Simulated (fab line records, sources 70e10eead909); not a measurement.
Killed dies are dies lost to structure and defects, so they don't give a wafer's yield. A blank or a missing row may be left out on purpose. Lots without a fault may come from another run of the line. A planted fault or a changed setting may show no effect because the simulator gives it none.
A struck lot beside a sound one | flow nand_harc | 14 steps out of a route of 1159
Sound: wafers L532.3, L532.4, L532.5. Struck: wafer L541.5. (L541.3 of the same lot was not struck and is left out.) The cause comes at the end.
At each step with rows: each side's tool, then ch and its chambers, then its first start. Under that, the readings that differ: sound wafers | struck wafers | difference of the means | sigmas: that difference in standard deviations of wafers without a fault.
alike: readings whose means differ by less than 2 such deviations, and words and numbers that are the same on both sides. not compared: withheld readings, readings that some wafer has no value for, bounds like >300 that may hide the same value, and numbers for which the record gives no deviation and whose values overlap.
The two part at a step that has a row with sigmas, a row that says differs or no value, or rows on one side only. Numbers that don't overlap but have no deviation are shown without sigmas and don't part them. A reading that every wafer of one side lacks parts them only if that side has two wafers or more.

NHARC_P_CONTACT_OVL_MEAS_13:
  sound on overlay-01, day 5 16:09; struck on overlay-02, day 7 14:59
  reading           | sound          | struck | difference | sigmas
  overlay_x_nm (nm) | -1.3 -1.0 -1.5 | 1.0    | +2.3       | +3
  alike: overlay_y_nm
NHARC_P_CONTACT_INSPECT_14:
  sound on defect_inspect-01, day 5 16:11; struck on defect_inspect-02, day 7 15:01
  alike: raw_defect_count
NHARC_P_CONTACT_DESCUM_17: chemistry O2, time 3 s.
  sound on rie_diel-01 ch 0,3, day 5 16:15; struck on rie_diel-05 ch 1, day 7 15:07
  reading                         | sound          | struck | difference | sigmas
  showerhead_plenum_p_Torr (Torr) | 1.80 1.83 1.83 | 2.01   | +0.19      | +3
  alike: drypump_motor_current_A, oes_product_au, rf_vpp_V, throttle_valve_pct
  not compared: rf_hours_counter_h
then, 1 step without rows for these wafers: NHARC_P_CONTACT_ETCH_35 (etches the open film in CF4, target depth 39 nm, time 65 s).
NHARC_P_CONTACT_ETCH_36: etches the open film in N2/H2, target depth 260 nm, time 406.25 s.
  sound on rie_diel-01 ch 1,2; struck on rie_diel-05 ch 0
  reading               | sound             | struck | difference | sigmas
  oes_product_au (a.u.) | 1.024 1.009 1.012 | 0.979  | -0.036     | -3
  alike: drypump_motor_current_A, rf_vpp_V, showerhead_plenum_p_Torr, throttle_valve_pct
  not compared: rf_hours_counter_h
then, 2 steps without rows for these wafers: NHARC_P_CONTACT_ETCH_18 (etches the open film in C4F8/O2/Ar, target depth 481 nm, time 240.5 s); NHARC_P_CONTACT_STRIP_37 (strips in C4F8/O2/Ar).
NHARC_P_CONTACT_ETCH_31: etches the open film in CH3F/O2, target depth 30 nm, time 85.7 s.
  sound on rie_diel-01 ch 2,3; struck on rie_diel-05 ch 1
  reading                         | sound             | struck | difference | sigmas
  rf_vpp_V (V)                    | 243.3 243.6 241.4 | 245.8  | +3.0       | +2
  showerhead_plenum_p_Torr (Torr) | 2.35 2.39 2.35    | 2.58   | +0.22      | +2
  alike: drypump_motor_current_A, oes_product_au, throttle_valve_pct
  not compared: rf_hours_counter_h
NHARC_P_CONTACT_CD_MEAS_19:
  sound on cd_sem-03, day 5 17:11; struck on cd_sem-03, day 7 16:07
  alike: cd_nm
then, 2 steps without rows for these wafers: NHARC_P_CONTACT_STRIP_28 (strips in O2); NHARC_P_CONTACT_STRIP_29 (strips in post etch residue remover, time 1200 s).
NHARC_P_CONTACT_DEGAS_38: time 60 s.
  sound on pvd_sputter-02, day 5 17:54; struck on pvd_sputter-02, day 7 16:49
  alike: heater_power_w
NHARC_P_CONTACT_PRE_CLEAN_39: time 19.5 s.
  sound on pvd_sputter-02, day 5 17:58; struck on pvd_sputter-02, day 7 16:55
  reading    | sound          | struck | difference | sigmas
  time_s (s) | 19.5 19.5 19.5 | 16.412 | -3.088     |
NHARC_P_CONTACT_PVD_32: deposits Ti, target thk 5 nm, time 17.7 s.
  sound on pvd_sputter-02; struck on pvd_sputter-02
  alike: cathode_dc_power_W, throttle_valve_pct

WHERE THEY PART
First at NHARC_P_CONTACT_OVL_MEAS_13; last, within this record, at NHARC_P_CONTACT_ETCH_31. Later steps at which nothing parts them and some readings are alike: NHARC_P_CONTACT_CD_MEAS_19, NHARC_P_CONTACT_DEGAS_38, NHARC_P_CONTACT_PVD_32.

WHY: what the simulator had put in
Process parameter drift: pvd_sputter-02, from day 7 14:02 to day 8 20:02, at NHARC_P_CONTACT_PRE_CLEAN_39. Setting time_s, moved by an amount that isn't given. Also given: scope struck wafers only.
